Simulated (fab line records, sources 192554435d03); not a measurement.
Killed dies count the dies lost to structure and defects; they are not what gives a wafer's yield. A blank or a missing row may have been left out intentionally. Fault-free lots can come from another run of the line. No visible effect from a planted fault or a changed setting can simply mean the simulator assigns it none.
Split-lot experiment / flow n5_finfet / on a route of 1938 steps: 7 lots, 39 wafers read

THE SPLIT ITSELF
At N5_FIN_SAQP_SPACER2_ALD_28 (deposits SiO2, target thk 8.1 nm, pulse time 1 s, purge time 2 s), the setting target_thk_a was moved away from the recipe's 81 angstrom on 12 of the 39 wafers read, by -39.6% to +36.7%. The other wafers ran this setting at the recipe's value.

FROM THE SPLIT TO THE READING: what the file shows between them, 9 steps
- N5_FIN_SAQP_SPACER2_ETCHBACK_29: etches SiO2 in CHF3/O2, target depth 12.2 nm, time 6.1 s
- N5_FIN_SAQP_MANDREL2_REMOVE_60: chemistry HBr/Cl2/O2, target a-Si, stops on SiNx, bt time 10 s
- N5_FIN_SAQP_CD_MEAS_31: target cd 8 nm
- N5_FIN_SAQP_HM_OPEN_33: chemistry CH3F/O2, target SiNx, target depth 49.4 nm, time 70.6 s
- N5_FIN_SAQP_ETCH_34: etches SiO2 in C4F6/O2, target depth 45 nm, time 15 s
- N5_FIN_SAQP_STRIP_77: strips in N2/H2, time 90 s
- N5_FIN_SAQP_HM_CD_35: target cd 8 nm
- N5_FIN_SAQP_ETCH_64: etches SiO2 in CF4, target depth 1.5 nm
- N5_FIN_SAQP_FIN_ETCH_36: etches the open film in HBr/Cl2/O2, target depth 120 nm, time 50.4 s

THE READING
cd_nm at N5_FIN_SAQP_CD_MEAS_37, given in nm (cd target 8 nm). On this fab line, fault-free wafers typically give 8.21 nm with a standard deviation of 0.28 nm.

wafer=L075.1; tool, chamber at the split=ald_sin-04, 0,1,2; target_thk_a as run, angstrom=81; against the recipe=recipe; cd_nm, nm=8.51; against lot-mates on the recipe=-
wafer=L075.2; tool, chamber at the split=ald_sin-04, 3,2,1; target_thk_a as run, angstrom=110.7; against the recipe=+36.7%; cd_nm, nm=11.15; against lot-mates on the recipe=+3.04
wafer=L075.3; tool, chamber at the split=ald_sin-04, 3,2,1; target_thk_a as run, angstrom=110.7; against the recipe=+36.7%; cd_nm, nm=10.72; against lot-mates on the recipe=+2.61
wafer=L075.4; tool, chamber at the split=ald_sin-04, 3,2,1; target_thk_a as run, angstrom=110.7; against the recipe=+36.7%; cd_nm, nm=11.42; against lot-mates on the recipe=+3.31
wafer=L075.5; tool, chamber at the split=ald_sin-04, 0,1,2; target_thk_a as run, angstrom=81; against the recipe=recipe; cd_nm, nm=8.32; against lot-mates on the recipe=-
wafer=L075.6; tool, chamber at the split=ald_sin-04, 0,1,2; target_thk_a as run, angstrom=81; against the recipe=recipe; cd_nm, nm=7.50; against lot-mates on the recipe=-
wafer=L078.1; tool, chamber at the split=ald_sin-01, 1,3,2,0,1,2; target_thk_a as run, angstrom=81; against the recipe=recipe; cd_nm, nm=7.89; against lot-mates on the recipe=-
wafer=L078.2; tool, chamber at the split=ald_sin-01, 1,3,2,0,1,2; target_thk_a as run, angstrom=81; against the recipe=recipe; cd_nm, nm=8.06; against lot-mates on the recipe=-
wafer=L078.3; tool, chamber at the split=ald_sin-01, 1,3,2,0,1,2; target_thk_a as run, angstrom=81; against the recipe=recipe; cd_nm, nm=8.26; against lot-mates on the recipe=-
wafer=L078.4; tool, chamber at the split=ald_sin-01, 1,3,2,0,1,2; target_thk_a as run, angstrom=81; against the recipe=recipe; cd_nm, nm=7.81; against lot-mates on the recipe=-
wafer=L078.5; tool, chamber at the split=ald_sin-01, 1,3,2,0,1,2; target_thk_a as run, angstrom=81; against the recipe=recipe; cd_nm, nm=8.04; against lot-mates on the recipe=-
wafer=L078.6; tool, chamber at the split=ald_sin-01, 1,3,2,0,1,2; target_thk_a as run, angstrom=81; against the recipe=recipe; cd_nm, nm=8.08; against lot-mates on the recipe=-
wafer=L086.1; tool, chamber at the split=ald_sin-04, 1,0,3,3,0; target_thk_a as run, angstrom=81; against the recipe=recipe; cd_nm, nm=8.92; against lot-mates on the recipe=-
wafer=L086.2; tool, chamber at the split=ald_sin-04, 1,0,3,3,0; target_thk_a as run, angstrom=81; against the recipe=recipe; cd_nm, nm=8.48; against lot-mates on the recipe=-
wafer=L086.3; tool, chamber at the split=ald_sin-04, 2; target_thk_a as run, angstrom=81; against the recipe=recipe; cd_nm, nm=8.67; against lot-mates on the recipe=-
wafer=L086.4; tool, chamber at the split=ald_sin-04, 1,0,3,3,0; target_thk_a as run, angstrom=81; against the recipe=recipe; cd_nm, nm=8.17; against lot-mates on the recipe=-
wafer=L086.5; tool, chamber at the split=ald_sin-04, 1,0,3,3,0; target_thk_a as run, angstrom=81; against the recipe=recipe; cd_nm, nm=8.51; against lot-mates on the recipe=-
wafer=L086.6; tool, chamber at the split=ald_sin-04, 1,0,3,3,0; target_thk_a as run, angstrom=81; against the recipe=recipe; cd_nm, nm=8.41; against lot-mates on the recipe=-
wafer=L088.1; tool, chamber at the split=ald_sin-04, 0,2; target_thk_a as run, angstrom=104.4; against the recipe=+28.9%; cd_nm, nm=10.38; against lot-mates on the recipe=+1.92
wafer=L088.2; tool, chamber at the split=ald_sin-04, 0,2; target_thk_a as run, angstrom=104.4; against the recipe=+28.9%; cd_nm, nm=10.59; against lot-mates on the recipe=+2.13
wafer=L088.3; tool, chamber at the split=ald_sin-04, 3; target_thk_a as run, angstrom=104.4; against the recipe=+28.9%; cd_nm, nm=10.96; against lot-mates on the recipe=+2.50
wafer=L088.4; tool, chamber at the split=ald_sin-04, 1,2,1; target_thk_a as run, angstrom=81; against the recipe=recipe; cd_nm, nm=8.88; against lot-mates on the recipe=-
wafer=L088.5; tool, chamber at the split=ald_sin-04, 1,2,1; target_thk_a as run, angstrom=81; against the recipe=recipe; cd_nm, nm=7.91; against lot-mates on the recipe=-
wafer=L088.6; tool, chamber at the split=ald_sin-04, 1,2,1; target_thk_a as run, angstrom=81; against the recipe=recipe; cd_nm, nm=8.60; against lot-mates on the recipe=-
wafer=L089.1; tool, chamber at the split=ald_sin-01, 1,1,0; target_thk_a as run, angstrom=59.27; against the recipe=-26.8%; cd_nm, nm=6.02; against lot-mates on the recipe=-2.14
wafer=L089.2; tool, chamber at the split=ald_sin-01, 3,2; target_thk_a as run, angstrom=81; against the recipe=recipe; cd_nm, nm=8.32; against lot-mates on the recipe=-
wafer=L089.3; tool, chamber at the split=ald_sin-01, 0; target_thk_a as run, angstrom=81; against the recipe=recipe; cd_nm, nm=8.11; against lot-mates on the recipe=-
wafer=L089.4; tool, chamber at the split=ald_sin-01, 3,2; target_thk_a as run, angstrom=81; against the recipe=recipe; cd_nm, nm=8.04; against lot-mates on the recipe=-
wafer=L089.5; tool, chamber at the split=ald_sin-01, 1,1,0; target_thk_a as run, angstrom=59.27; against the recipe=-26.8%; cd_nm, nm=5.78; against lot-mates on the recipe=-2.38
wafer=L089.6; tool, chamber at the split=ald_sin-01, 1,1,0; target_thk_a as run, angstrom=59.27; against the recipe=-26.8%; cd_nm, nm=6.17; against lot-mates on the recipe=-1.99
wafer=L090.1; tool, chamber at the split=ald_sin-04, 1,2,1; target_thk_a as run, angstrom=81; against the recipe=recipe; cd_nm, nm=8.39; against lot-mates on the recipe=-
wafer=L090.5; tool, chamber at the split=ald_sin-04, 1,2,1; target_thk_a as run, angstrom=81; against the recipe=recipe; cd_nm, nm=8.30; against lot-mates on the recipe=-
wafer=L090.6; tool, chamber at the split=ald_sin-04, 1,2,1; target_thk_a as run, angstrom=81; against the recipe=recipe; cd_nm, nm=8.34; against lot-mates on the recipe=-
wafer=L093.1; tool, chamber at the split=ald_sin-03, 2,3,3; target_thk_a as run, angstrom=81; against the recipe=recipe; cd_nm, nm=7.79; against lot-mates on the recipe=-
wafer=L093.2; tool, chamber at the split=ald_sin-03, 1,0,0; target_thk_a as run, angstrom=48.92; against the recipe=-39.6%; cd_nm, nm=5.24; against lot-mates on the recipe=-2.59
wafer=L093.3; tool, chamber at the split=ald_sin-03, 1,0,0; target_thk_a as run, angstrom=48.92; against the recipe=-39.6%; cd_nm, nm=4.82; against lot-mates on the recipe=-3.01
wafer=L093.4; tool, chamber at the split=ald_sin-03, 2,3,3; target_thk_a as run, angstrom=81; against the recipe=recipe; cd_nm, nm=7.75; against lot-mates on the recipe=-
wafer=L093.5; tool, chamber at the split=ald_sin-03, 1,0,0; target_thk_a as run, angstrom=48.92; against the recipe=-39.6%; cd_nm, nm=4.75; against lot-mates on the recipe=-3.08
wafer=L093.6; tool, chamber at the split=ald_sin-03, 2,3,3; target_thk_a as run, angstrom=81; against the recipe=recipe; cd_nm, nm=7.96; against lot-mates on the recipe=-
Rows listing several chambers each stand for several wafers; the file does not say which wafer went through which chamber.

FIT RESULTS
A straight line over all 39 wafers: cd_nm changes by +0.0818 nm for each +1% of target_thk_a; r = +0.98; the points scatter about the line by 0.32 nm.
The same after taking each lot's own level away (the mean of its wafers on the recipe; 39 wafers): +0.0773 nm for each +1%; r = +0.99; scatter 0.26 nm.
That fit puts the effect of the largest move of target_thk_a on the reading at 3.1 nm.
Measured against the standard deviation above, the lots' own levels, which go from 7.833 to 8.527 nm, span 2.5 times it.
Consequently the slope shifts little with the lot-to-lot level, the two slopes agreeing.
Check: for one of the wafers moved furthest among these (-39.6%), held out of the fit, the line's prediction against its lot-mates is -3.12 nm. Against them it came out at -2.59 nm.

OTHER SPLITS ON THESE WAFERS
Other splits were also applied to these wafers ahead of the reading. Each is held against what the fit with the lots' levels taken away leaves over:
other split on the same wafers=N5_ZERO_LAYER_PECVD_02 time_s; wafers away from the commonest value=15; r with cd_nm (lot level and that fit taken away)=+0.10

THE WHOLE CHAIN: every reading that the file lists as answering this split, in the file's order
step=N5_FIN_SAQP_SPACER2_ALD_28; what it does=deposits SiO2, target thk 8.1 nm, pulse time 1 s, purge time 2 s; reading=SiO2_of_FIN_SAQP_SPACER2_ALD_28.thk_nm (the simulator's own value, which no gauge read); change (the file's fit)=+0.0805 nm for each +1% of the setting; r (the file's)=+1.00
step=N5_FIN_SAQP_MANDREL2_REMOVE_60; what it does=chemistry HBr/Cl2/O2, target a-Si, stops on SiNx, bt time 10 s; reading=FIN_SAQP.cd_nm (the simulator's own value, which no gauge read); change (the file's fit)=+0.0811 nm for each +1% of the setting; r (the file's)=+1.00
step=N5_FIN_SAQP_CD_MEAS_31; what it does=target cd 8 nm; reading=cd_nm; change (the file's fit)=+0.0876 nm for each +1% of the setting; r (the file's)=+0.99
step=N5_FIN_SAQP_HM_OPEN_33; what it does=chemistry CH3F/O2, target SiNx, target depth 49.4 nm, time 70.6 s; reading=FIN_SAQP.cd_nm (the simulator's own value, which no gauge read); change (the file's fit)=+0.0815 nm for each +1% of the setting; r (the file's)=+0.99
step=N5_FIN_SAQP_ETCH_34; what it does=etches SiO2 in C4F6/O2, target depth 45 nm, time 15 s; reading=FIN_SAQP.cd_nm (the simulator's own value, which no gauge read); change (the file's fit)=+0.0789 nm for each +1% of the setting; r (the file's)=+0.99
step=N5_FIN_SAQP_HM_CD_35; what it does=target cd 8 nm; reading=cd_nm; change (the file's fit)=+0.0805 nm for each +1% of the setting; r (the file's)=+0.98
step=N5_FIN_SAQP_CD_MEAS_37; what it does=target cd 8 nm; reading=cd_nm; change (the file's fit)=+0.0773 nm for each +1% of the setting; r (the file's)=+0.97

THE FILE'S OWN FIT
cd_nm changes by +0.0773 nm for each +1% of target_thk_a, r = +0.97.
